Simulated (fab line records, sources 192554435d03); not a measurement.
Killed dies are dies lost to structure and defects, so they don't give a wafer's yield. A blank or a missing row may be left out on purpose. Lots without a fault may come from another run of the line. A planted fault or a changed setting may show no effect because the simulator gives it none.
Which tool did it? | flow n5_finfet | 11 lots, 28 wafers sampled, at 5 steps of a route of 1938

WHAT THE GAUGES READ, wafer by wafer
N5_BEOL_M4_RC_MEAS_101. Usual: DIBL_N 36.3 mV/V, standard deviation 1.6; DIBL_P 36.2 mV/V, standard deviation 2; IOFF_N 0.160 nA/um, standard deviation 0.028; IOFF_P 0.21 nA/um, standard deviation 0.036; ION_N 677 uA/um, standard deviation 11; ION_P 465 uA/um, standard deviation 6.9; SS_N 71.5 mV/dec, standard deviation 0.55; SS_P 73.3 mV/dec, standard deviation 0.64; VT_N 250 mV, standard deviation 3; VT_P -250 mV, standard deviation 3.5.
lot  | measured     | on        | DIBL_N (mV/V)  | DIBL_P (mV/V)  | IOFF_N (nA/um)    | IOFF_P (nA/um) | ION_N (uA/um) | ION_P (uA/um) | SS_N (mV/dec)  | SS_P (mV/dec)  | VT_N (mV)   | VT_P (mV)      | flag
L533 | day 7 20:53  | prober-01 | 40.7 39.1      | 40.5 38.7      | 0.246 0.186       | 0.30 0.25      | 688 671       | 472 466       | 71.9 72.2      | 73.7 74.2      | 243 247     | -246 -248      |
L535 | day 8 04:13  | prober-01 | 32.7 35.3      | 32.0 35.6      | 0.112 0.149       | 0.15 0.19      | 668 671       | 454 462       | 70.4 71.5      | 72.0 72.9      | 253 249     | -257 -253      |
L537 | day 9 08:10  | prober-01 | 33.3 34.5 34.5 | 33.7 34.8 33.9 | 0.114 0.136 0.139 | 0.15 0.17 0.16 | 660 679 669   | 456 470 457   | 70.6 70.5 71.2 | 72.6 72.8 73.1 | 256 255 252 | -255 -252 -254 |
L538 | day 9 10:43  | prober-02 | 37.8 38.3 40.5 | 37.0 36.7 40.7 | 0.155 0.152 0.222 | 0.22 0.22 0.30 | 679 662 699   | 473 469 477   | 71.5 71.8 72.4 | 73.6 73.4 74.5 | 251 253 246 | -249 -248 -244 |
L540 | day 9 17:41  | prober-01 | 37.7 35.0      | 40.4 36.8      | 0.219 0.160       | 0.27 0.20      | 702 675       | 478 459       | 71.6 71.2      | 74.7 72.7      | 243 250     | -248 -252      |
L542 | day 10 15:08 | prober-01 | 37.8 38.0 37.6 | 38.9 39.1 38.2 | 0.187 0.190 0.177 | 0.29 0.29 0.27 | 684 688 673   | 478 479 469   | 71.4 72.1 71.1 | 73.6 73.4 73.6 | 246 248 248 | -243 -243 -244 |
L543 | day 10 22:34 | prober-01 | 35.6 36.8 35.2 | 36.5 39.4 38.0 | 0.143 0.181 0.152 | 0.18 0.22 0.20 | 679 694 671   | 462 470 458   | 71.3 72.5 72.0 | 73.0 73.3 72.7 | 252 249 250 | -257 -252 -255 |
L544 | day 10 19:26 | prober-01 | 38.4 36.8      | 39.4 37.8      | 0.207 0.172       | 0.26 0.22      | 691 670       | 466 456       | 71.6 71.4      | 74.6 74.6      | 246 249     | -249 -252      |
L550 | day 12 12:45 | prober-02 | 34.3 33.1 35.6 | 35.0 34.0 37.1 | 0.128 0.112 0.155 | 0.18 0.17 0.21 | 662 660 689   | 465 458 472   | 71.2 71.3 71.4 | 72.5 72.6 73.0 | 253 255 249 | -251 -252 -252 |
L555 | day 13 18:03 | prober-01 | 36.7 35.5      | 35.4 34.4      | 0.172 0.151       | 0.21 0.20      | 682 684       | 463 465       | 71.5 71.0      | 73.3 73.7      | 247 246     | -250 -248      |
L556 | day 13 21:29 | prober-02 | 36.5 35.6 36.0 | 36.4 35.2 35.8 | 0.155 0.144 0.139 | 0.19 0.16 0.17 | 671 678 670   | 453 456 452   | 72.0 71.4 71.6 | 73.5 73.4 73.5 | 250 251 249 | -254 -257 -253 |

WHICH TOOL RAN EACH LOT (tool, then ch and the chambers of the sampled wafers, then the start)
lot  | N5_FIN_CUT_DESCUM_13              | N5_STI_FIN_REVEAL_ALD_14         | N5_STI_FIN_REVEAL_CMP_04     | N5_STI_FIN_REVEAL_STRIP_24
L533 | rie_diel-01 ch 1,3, day 2 03:04   | ald_sin-02 ch 0,2, day 2 04:04   | cmp-01 ch 0,3, day 2 09:07   | rie_diel-03 ch 1,2, day 2 09:50
L535 | rie_diel-04 ch 2,3, day 2 15:14   | ald_sin-04 ch 0,3, day 2 16:23   | cmp-02 ch 0,1, day 2 22:02   | rie_diel-02 ch 1,3, day 2 22:36
L537 | rie_diel-04 ch 0,1,2, day 3 02:37 | ald_sin-02 ch 0,2, day 3 03:37   | cmp-02 ch 0,1,2, day 3 09:20 | rie_diel-03 ch 0,1,3, day 3 09:56
L538 | rie_diel-01 ch 0,1,2, day 3 09:13 | ald_sin-04 ch 2,3, day 3 10:26   | cmp-02 ch 0,1, day 3 16:08   | rie_diel-02 ch 0,1,3, day 3 16:50
L540 | rie_diel-05 ch 0,2, day 3 21:22   | ald_sin-04 ch 0,3, day 3 22:22   | cmp-03 ch 0,3, day 4 03:23   | rie_diel-03 ch 0,3, day 4 03:59
L542 | rie_diel-01 ch 1,2, day 4 08:53   | ald_sin-02 ch 1,2, day 4 09:53   | cmp-02 ch 1,2, day 4 14:56   | rie_diel-03 ch 0,2,3, day 4 15:36
L543 | rie_diel-01 ch 1,2,3, day 4 16:43 | ald_sin-01 ch 1,2, day 4 17:55   | cmp-01 ch 1,2,3, day 4 23:01 | rie_diel-03 ch 1,2,3, day 4 23:34
L544 | rie_diel-01 ch 0,1, day 4 22:23   | ald_sin-04 ch 1,2, day 5 00:28   | cmp-03 ch 0,2, day 5 05:37   | rie_diel-03 ch 0, day 5 06:10
L550 | rie_diel-05 ch 0,1,2, day 6 09:28 | ald_sin-04 ch 0,1,3, day 6 10:28 | cmp-01 ch 1,2,3, day 6 15:32 | rie_diel-06 ch 0,1,2, day 6 16:05
L555 | rie_diel-04 ch 1,3, day 7 14:51   | ald_sin-02 ch 0,1, day 7 15:51   | cmp-03 ch 2, day 7 20:54     | rie_diel-03 ch 0, day 7 21:29
L556 | rie_diel-05 ch 0,2,3, day 7 21:41 | ald_sin-02 ch 0,1,3, day 7 22:44 | cmp-03 ch 0,2,3, day 8 03:48 | rie_diel-02 ch 1,2,3, day 8 04:20
- N5_FIN_CUT_DESCUM_13: chemistry O2, time 7 s.
- N5_STI_FIN_REVEAL_ALD_14: deposits Si3N4, target thk 3 nm.
- N5_STI_FIN_REVEAL_CMP_04: polishes, stops on Si3N4, t overpolish 4 s, target thk 131.83 nm.
- N5_STI_FIN_REVEAL_STRIP_24: strips in N2/H2, time 90 s.

WHAT THE TOOLS THEMSELVES READ (means of the sampled wafers that have a number; where no wafer has one, the mark that the record gives instead)
N5_FIN_CUT_DESCUM_13. Usual: drypump_motor_current_A 5.8 A, standard deviation 0.56; oes_product_au 0.82 a.u., standard deviation 0.088; rf_vpp_V 243.5 V, standard deviation 1.3; showerhead_plenum_p_Torr 2.12 Torr, standard deviation 0.067; throttle_valve_pct 20.40 %, standard deviation 0.24.
lot  | tool        | drypump_motor_current_A (A) | oes_product_au (a.u.) | rf_vpp_V (V) | showerhead_plenum_p_Torr (Torr) | throttle_valve_pct (%) | flag
L533 | rie_diel-01 | 5.3                         | 0.93                  | 244.4        | 2.15                            | 20.25                  |
L535 | rie_diel-04 | 6.0                         | 0.74                  | 242.8        | 2.08                            | 20.44                  |
L537 | rie_diel-04 | 6.2                         | 0.77                  | 243.5        | 2.10                            | 20.51                  |
L538 | rie_diel-01 | 5.8                         | 0.85                  | 243.7        | 2.14                            | 20.31                  |
L540 | rie_diel-05 | 5.5                         | 0.80                  | 244.2        | 2.15                            | 20.13                  |
L542 | rie_diel-01 | 5.4                         | 0.76                  | 243.5        | 2.09                            | 20.44                  |
L543 | rie_diel-01 | 5.3                         | 0.82                  | 243.5        | 2.11                            | 20.42                  |
L544 | rie_diel-01 | 6.1                         | 0.91                  | 243.9        | 2.19                            | 20.17                  |
L550 | rie_diel-05 | 5.6                         | 0.77                  | 243.6        | 2.10                            | 20.34                  |
L555 | rie_diel-04 | 5.5                         | 0.74                  | 244.0        | 2.12                            | 20.38                  |
L556 | rie_diel-05 | 5.7                         | 0.79                  | 243.3        | 2.13                            | 20.39                  |

N5_STI_FIN_REVEAL_ALD_14. Usual: heater_power_w 822 W, standard deviation 68; susceptor_temp_C 400.00 C, standard deviation 0.24.
lot  | tool       | heater_power_w (W) | susceptor_temp_C (C) | flag
L533 | ald_sin-02 | 944                | 399.89               |
L535 | ald_sin-04 | 758                | 400.19               |
L537 | ald_sin-02 | 915                | 399.79               |
L538 | ald_sin-04 | 796                | 400.20               |
L540 | ald_sin-04 | 752                | 399.80               |
L542 | ald_sin-02 | 908                | 399.86               |
L543 | ald_sin-01 | 767                | 399.91               |
L544 | ald_sin-04 | 835                | 400.09               |
L550 | ald_sin-04 | 780                | 400.01               |
L555 | ald_sin-02 | 855                | 400.19               |
L556 | ald_sin-02 | 841                | 399.71               |

N5_STI_FIN_REVEAL_CMP_04. Usual: motor_current_A 8.4 A, standard deviation 1.2; overpolish_run_s 4.000 s, standard deviation 0.0084; time_to_endpoint_s 102 s, standard deviation 4.
lot  | tool   | motor_current_A (A) | overpolish_run_s (s) | time_to_endpoint_s (s) | flag
L533 | cmp-01 | 9.4                 | 3.990                | 102                    |
L535 | cmp-02 | 8.2                 | 3.989                | 104                    |
L537 | cmp-02 | 8.3                 | 3.999                | 102                    |
L538 | cmp-02 | 8.6                 | 3.996                | 100                    |
L540 | cmp-03 | 7.7                 | 3.992                | 100                    |
L542 | cmp-02 | 9.0                 | 4.007                | 103                    |
L543 | cmp-01 | 9.4                 | 3.997                | 100                    |
L544 | cmp-03 | 7.5                 | 4.006                | 104                    |
L550 | cmp-01 | 9.0                 | 4.002                | 138                    | OFF
L555 | cmp-03 | 7.4                 | 3.995                | 100                    |
L556 | cmp-03 | 7.4                 | 4.002                | 102                    |

N5_STI_FIN_REVEAL_STRIP_24. Usual: drypump_motor_current_A 5.8 A, standard deviation 0.42; oes_product_au 0.83 a.u., standard deviation 0.1; rf_vpp_V 45.4 V, standard deviation 0.84; showerhead_plenum_p_Torr 3.41 Torr, standard deviation 0.12; throttle_valve_pct 12.16 %, standard deviation 0.3.
lot  | tool        | drypump_motor_current_A (A) | oes_product_au (a.u.) | rf_vpp_V (V) | showerhead_plenum_p_Torr (Torr) | throttle_valve_pct (%) | flag
L533 | rie_diel-03 | 5.6                         | 0.70                  | 45.8         | 3.20                            | 12.64                  |
L535 | rie_diel-02 | 5.3                         | 0.80                  | 46.1         | 3.46                            | 12.02                  |
L537 | rie_diel-03 | 5.8                         | 0.85                  | 45.6         | 3.36                            | 12.22                  |
L538 | rie_diel-02 | 5.7                         | 0.77                  | 44.9         | 3.42                            | 12.29                  |
L540 | rie_diel-03 | 5.8                         | 0.91                  | 45.9         | 3.44                            | 12.14                  |
L542 | rie_diel-03 | 5.8                         | 0.92                  | 45.8         | 3.50                            | 12.20                  |
L543 | rie_diel-03 | 5.6                         | 0.84                  | 45.7         | 3.41                            | 12.20                  |
L544 | rie_diel-03 | 6.1                         | 0.85                  | 46.0         | 3.42                            | 12.45                  |
L550 | rie_diel-06 | 5.8                         | 0.86                  | 46.5         | 3.43                            | 11.87                  |
L555 | rie_diel-03 | 6.2                         | 0.83                  | 45.1         | 3.40                            | 12.49                  |
L556 | rie_diel-02 | 5.4                         | 0.72                  | 44.8         | 3.39                            | 12.24                  |

THE ANSWER, worked out from the rows above alone
Rule: a lot is off if the mean of its wafers that have a number lies more than 3 standard deviations from the usual mean. A lot without any number at a reading at which 4 lots or more have one is off too. The other lots that the step has rows for count as sound. The gauges are gone through in route order, then the tools' own readings, and for those a lot's mean is taken as printed above. The first step at which some lot is off is used, and at that step the reading that is off furthest; a lot without a number counts as furthest.
Off: L550, at N5_STI_FIN_REVEAL_CMP_04 (time_to_endpoint_s).
A tool fits if, at that step or a process step before it, it ran every lot that is off, and no sound lot after the first of them. Can't be told from this: 2 tools fit, ald_sin-04 at N5_STI_FIN_REVEAL_ALD_14, cmp-01 at N5_STI_FIN_REVEAL_CMP_04.

WHAT THE SIMULATOR HAD PUT IN
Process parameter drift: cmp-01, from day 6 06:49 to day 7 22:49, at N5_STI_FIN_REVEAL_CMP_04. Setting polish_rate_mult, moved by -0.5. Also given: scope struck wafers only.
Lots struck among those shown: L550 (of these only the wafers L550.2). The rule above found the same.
